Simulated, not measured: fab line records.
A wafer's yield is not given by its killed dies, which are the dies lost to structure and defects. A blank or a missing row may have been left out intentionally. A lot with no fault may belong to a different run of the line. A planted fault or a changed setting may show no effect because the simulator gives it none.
One fault through the eyes of 2 desks :: flow n5_finfet :: each desk has only its own numbers; what lay behind them comes last
Where a reading is given only as a bound, like >300, the bound stands for it, and a mean or a difference that rests on one is marked > or <: the true number lies beyond.

THE DEFECT DESK
What the inspections along the route counted, lot by lot: means of the sampled wafers that have a number. The brackets show how far a lot's mean lies from the usual mean; more than 4 standard deviations puts the lot out of limits, marked OUT.
Columns: A = raw_defect_count at N5_DUMMY_GATE_INSPECT_27, usual 292; B = raw_defect_count at N5_SPACER0_INSPECT_04, usual 133; C = raw_defect_count at N5_SD_EPI_N_INSPECT_11, usual 2.1; D = raw_defect_count at N5_SD_EPI_N_INSPECT_26, usual 200
lot: L285
first seen here: day 3 00:14
A: 303
B: 131
C: 2.0
D: 192

lot: L293
first seen here: day 5 02:46
A: 1180 (+10) OUT
B: 1068 (+28) OUT
C: >201 (+99 or more) OUT
D: 1139 (+20) OUT

lot: L294
first seen here: day 5 06:44
A: 1284 (+12) OUT
B: 1072 (+28) OUT
C: >200 (+99 or more) OUT
D: 1167 (+21) OUT

lot: L302
first seen here: day 7 05:32
A: 214
B: 86
C: 2.0
D: 126
This desk's finding: out of limits on L293, L294; first on L293, day 5 02:46 (raw_defect_count at N5_DUMMY_GATE_INSPECT_27). In limits: L285, L302.

FOR THE TOOL OWNER'S DESK: rie_diel-02
The tool's own readings at N5_DUMMY_GATE_ETCH_42 (etches SiO2 in CHF3/O2, target depth 3.5 nm, time 31 s): means of the sampled wafers that have a number, for each lot that ran on this tool. The brackets show how far a lot's mean lies from the usual mean; more than 4 standard deviations puts the lot out of limits, marked OUT.
Columns: A = drypump_motor_current_A at N5_DUMMY_GATE_ETCH_42, usual 5.6 A; B = oes_product_au at N5_DUMMY_GATE_ETCH_42, usual 0.78 a.u.; C = rf_vpp_V at N5_DUMMY_GATE_ETCH_42, usual 42.4 V; D = showerhead_plenum_p_Torr at N5_DUMMY_GATE_ETCH_42, usual 2.44 Torr; E = throttle_valve_pct at N5_DUMMY_GATE_ETCH_42, usual 18.81 %
lot: L285
first seen here: day 2 23:59
A: 5.3
B: 0.80
C: 42.3
D: 2.47
E: 18.59

lot: L293
first seen here: day 5 02:32
A: 6.0
B: 0.71
C: 42.6
D: 2.46
E: 19.04

lot: L294
first seen here: day 5 06:30
A: 6.2
B: 0.73
C: 42.2
D: 2.46
E: 18.93
Result from this desk: across the 3 lots, nothing is out of limits.

BROUGHT TOGETHER
The defect desk could have raised an alarm at day 5 02:46, on L293, L294.
Nothing out of limits was seen by the tool owner's desk.
Tool owner's desk: L293, L294 on record, inside its limits.
N5_DUMMY_GATE_ETCH_42 was run on rie_diel-02 by each of the lots named.

WHAT THE SIMULATOR HAD PUT IN
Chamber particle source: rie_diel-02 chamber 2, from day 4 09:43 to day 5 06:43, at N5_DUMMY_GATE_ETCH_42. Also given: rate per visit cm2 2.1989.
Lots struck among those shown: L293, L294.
Hours from the fault's start to each desk's first reading out of limits: the defect desk, 17.
